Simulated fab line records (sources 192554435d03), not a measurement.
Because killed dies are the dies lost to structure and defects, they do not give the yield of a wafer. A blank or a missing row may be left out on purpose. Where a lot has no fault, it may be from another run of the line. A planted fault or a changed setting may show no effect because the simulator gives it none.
Which of the tools did it? ; flow n5_finfet ; 10 lots, 29 wafers sampled, at 5 steps of a route of 1938

== WHAT THE GAUGES READ, wafer by wafer ==
The record lacks any reading of a measuring or inspecting step that a usual standard deviation could be used to judge.

== EACH LOT AND THE TOOL THAT RAN IT (in order: tool; ch and the chambers of the sampled wafers; start) ==
lot;N5_BEOL_M13_DESCUM_33;N5_BEOL_M14_ILD_DEP_00;N5_BEOL_M14_COAT_58;N5_BEOL_M14_VIA_ETCH_16;N5_PASSIVATION_PROBE_49
L672;rie_diel-02 ch 0,1,3, day 11 16:56;pecvd-04 ch 0,1,2, day 11 19:41;litho_track-03 ch 0, day 11 19:54;rie_diel-06 ch 0,1,2, day 11 20:26;prober-02, day 14 06:33
L671;rie_diel-01 ch 1,2,3, day 11 19:20;pecvd-01 ch 0,1, day 11 21:41;litho_track-05 ch 0, day 11 21:54;rie_diel-06 ch 1,3, day 11 22:28;prober-02, day 13 15:14
L677;rie_diel-03 ch 0,1, day 12 23:42;pecvd-01 ch 1,2, day 13 06:27;litho_track-02 ch 0, day 13 06:41;rie_diel-06 ch 1,2,3, day 13 07:15;prober-02, day 14 11:23
L680;rie_diel-01 ch 0,2,3, day 13 19:21;pecvd-04 ch 0,1,2, day 13 23:32;litho_track-05 ch 0, day 13 23:46;rie_diel-06 ch 1,2, day 14 00:15;-
L683;rie_diel-01 ch 0,1,2, day 14 15:19;pecvd-03 ch 0,1,2, day 14 19:02;litho_track-02 ch 0, day 14 19:15;rie_diel-05 ch 1,2,3, day 14 19:44;-
L686;rie_diel-03 ch 0,2, day 15 18:41;pecvd-01 ch 0,2, day 15 22:46;litho_track-03 ch 0, day 15 22:59;rie_diel-04 ch 0,1,3, day 15 23:34;-
L688;rie_diel-03 ch 0,2,3, day 16 23:32;pecvd-03 ch 0,1,2, day 17 07:59;litho_track-05 ch 0, day 17 08:08;rie_diel-05 ch 0,1,2, day 17 08:40;prober-02, day 18 15:34
L690;rie_diel-03 ch 1,2, day 17 02:55;pecvd-01 ch 1,2, day 17 05:41;litho_track-03 ch 0, day 17 05:59;rie_diel-06 ch 0,2, day 17 06:29;-
L691;rie_diel-01 ch 0,2,3, day 18 03:29;pecvd-04 ch 0,2, day 18 06:47;litho_track-03 ch 0, day 18 07:05;rie_diel-05 ch 1,3, day 18 07:40;-
L692;rie_diel-02 ch 0,3, day 18 03:38;pecvd-04 ch 0,2, day 18 12:23;litho_track-03 ch 0, day 18 12:42;rie_diel-04 ch 0,2, day 18 13:09;prober-01, day 19 18:13
- N5_BEOL_M13_DESCUM_33: chemistry O2, time 7.9 s.
- N5_BEOL_M14_ILD_DEP_00: deposits SiO2 from TEOS/O2, target thk 1119.3 nm, time 237.4 s.
- N5_BEOL_M14_COAT_58: time 60 s, resist thk 89 nm.
- N5_BEOL_M14_VIA_ETCH_16: etches SiO2 in C4F8/O2/Ar, target depth 1231.3 nm.
- N5_PASSIVATION_PROBE_49

== WHAT THE TOOLS THEMSELVES READ (means of the sampled wafers that have a number; where no wafer has one, the mark that the record gives instead) ==
N5_BEOL_M13_DESCUM_33. Usual: drypump_motor_current_A 5.9 A, standard deviation 0.49; oes_product_au 0.80 a.u., standard deviation 0.07; rf_vpp_V 243.3 V, standard deviation 1.2; showerhead_plenum_p_Torr 2.10 Torr, standard deviation 0.064; temp_c 40.02 C, standard deviation 0.12; throttle_valve_pct 20.28 %, standard deviation 0.23.
lot;tool;drypump_motor_current_A (A);oes_product_au (a.u.);rf_vpp_V (V);showerhead_plenum_p_Torr (Torr);temp_c (C);throttle_valve_pct (%);flag
L672;rie_diel-02;5.7;0.76;241.9;2.00;40.04;20.55;
L671;rie_diel-01;5.6;0.86;244.3;2.13;40.03;20.12;
L677;rie_diel-03;5.7;0.72;244.0;2.13;40.06;20.64;
L680;rie_diel-01;5.8;0.82;243.4;2.08;40.05;20.18;
L683;rie_diel-01;5.9;0.80;244.0;2.13;39.98;20.16;
L686;rie_diel-03;5.2;0.73;243.6;2.08;39.85;20.26;
L688;rie_diel-03;5.8;0.74;243.7;2.09;40.09;20.28;
L690;rie_diel-03;5.9;0.68;243.4;2.11;39.90;20.62;
L691;rie_diel-01;5.8;0.79;243.2;2.07;40.05;20.21;
L692;rie_diel-02;5.8;0.84;243.0;2.09;40.13;20.28;

N5_BEOL_M14_ILD_DEP_00. Usual: heater_power_w 581 W, standard deviation 110; showerhead_plenum_p_Torr 8.35 Torr, standard deviation 0.039; throttle_valve_pct 18.8 %, standard deviation 0.97.
lot;tool;heater_power_w (W);showerhead_plenum_p_Torr (Torr);throttle_valve_pct (%);flag
L672;pecvd-04;581;8.35;19.6;
L671;pecvd-01;633;8.33;18.9;
L677;pecvd-01;531;8.38;18.6;
L680;pecvd-04;657;8.35;19.6;
L683;pecvd-03;525;8.38;17.9;
L686;pecvd-01;512;8.35;19.1;
L688;pecvd-03;497;8.37;18.1;
L690;pecvd-01;508;8.37;18.7;
L691;pecvd-04;707;8.34;19.4;
L692;pecvd-04;705;8.31;19.9;

N5_BEOL_M14_COAT_58. Usual: chill_plate_temp_C 23.01 C, standard deviation 0.11; spin_speed_rpm 1499.7 rpm, standard deviation 1.
lot;tool;chill_plate_temp_C (C);spin_speed_rpm (rpm);flag
L672;litho_track-03;22.99;1500.0;
L671;litho_track-05;22.84;1499.7;
L677;litho_track-02;23.01;1500.0;
L680;litho_track-05;23.04;1499.6;
L683;litho_track-02;22.99;1500.9;
L686;litho_track-03;23.01;1499.2;
L688;litho_track-05;23.07;1499.4;
L690;litho_track-03;22.98;1434.8;OFF
L691;litho_track-03;23.04;1435.4;OFF
L692;litho_track-03;22.97;1435.7;OFF

N5_BEOL_M14_VIA_ETCH_16. Usual: drypump_motor_current_A 5.6 A, standard deviation 0.48; oes_product_au 0.72 a.u., standard deviation 0.073; rf_vpp_V 2243 V, standard deviation 45; showerhead_plenum_p_Torr 3.44 Torr, standard deviation 0.12; throttle_valve_pct 30.9 %, standard deviation 0.34.
lot;tool;drypump_motor_current_A (A);oes_product_au (a.u.);rf_vpp_V (V);showerhead_plenum_p_Torr (Torr);throttle_valve_pct (%);flag
L672;rie_diel-06;5.5;0.77;2236;3.43;30.7;
L671;rie_diel-06;5.9;0.67;2258;3.40;31.0;
L677;rie_diel-06;5.6;0.73;2248;3.40;30.7;
L680;rie_diel-06;5.5;0.72;2278;3.32;30.7;
L683;rie_diel-05;5.3;0.79;2245;3.53;30.7;
L686;rie_diel-04;5.5;0.65;2273;3.41;30.8;
L688;rie_diel-05;5.6;0.71;2231;3.45;30.8;
L690;rie_diel-06;5.4;0.78;2208;3.47;30.6;
L691;rie_diel-05;5.3;0.75;2270;3.49;31.1;
L692;rie_diel-04;5.5;0.66;2276;3.44;31.1;

N5_PASSIVATION_PROBE_49. Usual: defect_limited_yield 91.0 %, standard deviation 1.6; killed_at_M0_to_M3 35, standard deviation 11; killed_at_M4_up 14, standard deviation 5.3; killed_at_contacts 13, standard deviation 6.7; killed_at_front_end 41, standard deviation 12; killed_at_other 3.9, standard deviation 2.7; killed_dies 106, standard deviation 19; killed_on_rim 14, standard deviation 4; killed_open 70, standard deviation 14; killed_short 35, standard deviation 8.8; sort_bin_5_function 5.3 %, standard deviation 1; sort_bin_6_memory 3.3 %, standard deviation 0.81; sort_n_pass 1073, standard deviation 19; sort_yield_pct 91.0 %, standard deviation 1.6.
lot;tool;defect_limited_yield (%);killed_at_M0_to_M3;killed_at_M4_up;killed_at_contacts;killed_at_front_end;killed_at_other;killed_dies;killed_on_rim;killed_open;killed_short;sort_bin_5_function (%);sort_bin_6_memory (%);sort_n_pass;sort_yield_pct (%);flag
L672;prober-02;90.9;38;7;16;40;5.3;107;15;70;34;5.9;2.8;1073;90.9;
L671;prober-02;90.9;22;14;16;51;5.0;108;13;69;34;5.0;3.6;1072;90.9;
L677;prober-02;89.8;50;12;20;37;1.7;120;17;78;40;6.5;3.4;1060;89.8;
L688;prober-02;89.8;34;12;12;61;1.3;120;14;83;35;5.8;4.0;1060;89.8;
L692;prober-01;89.8;42;13;7;54;4.0;120;20;73;45;6.3;3.1;1060;89.8;

== THE ANSWER, worked out from the rows above alone ==
Rule: a lot is off if the mean of its wafers that have a number lies more than 3 standard deviations from the usual mean. Also off: a lot with no number at a reading for which 4 or more lots have one. Where the step has rows for the other lots, those lots are counted as sound. The gauges are gone through in route order, then the tools' own readings, and for those a lot's mean is taken as printed above. The first step at which some lot is off is used, and at that step the reading that is off furthest; a lot without a number counts as furthest.
Off, at N5_BEOL_M14_COAT_58 on spin_speed_rpm: L690, L691, L692.
A tool fits if, at that step or a process step before it, it ran every lot that is off, and no sound lot after the first of them. One fits: N5_BEOL_M14_COAT_58 on litho_track-03. A fault onset in the window from L686 (day 15 22:59, its last sound lot) to L690 (day 17 05:59, its first lot off) fits.
The tool's own readings at N5_BEOL_M14_COAT_58 bear it out: on the lots that are off they differ by more than 5 times the standard deviation of the sound lots' means. spin_speed_rpm reads 1435.3 rpm there against 1499.8 rpm on the sound lots.

== WHAT THE SIMULATOR HAD PUT IN ==
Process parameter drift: litho_track-03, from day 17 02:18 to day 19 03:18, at N5_BEOL_M14_COAT_58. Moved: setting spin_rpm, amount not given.
Lots struck among those shown: L690, L691, L692. The rule above reached the same finding.
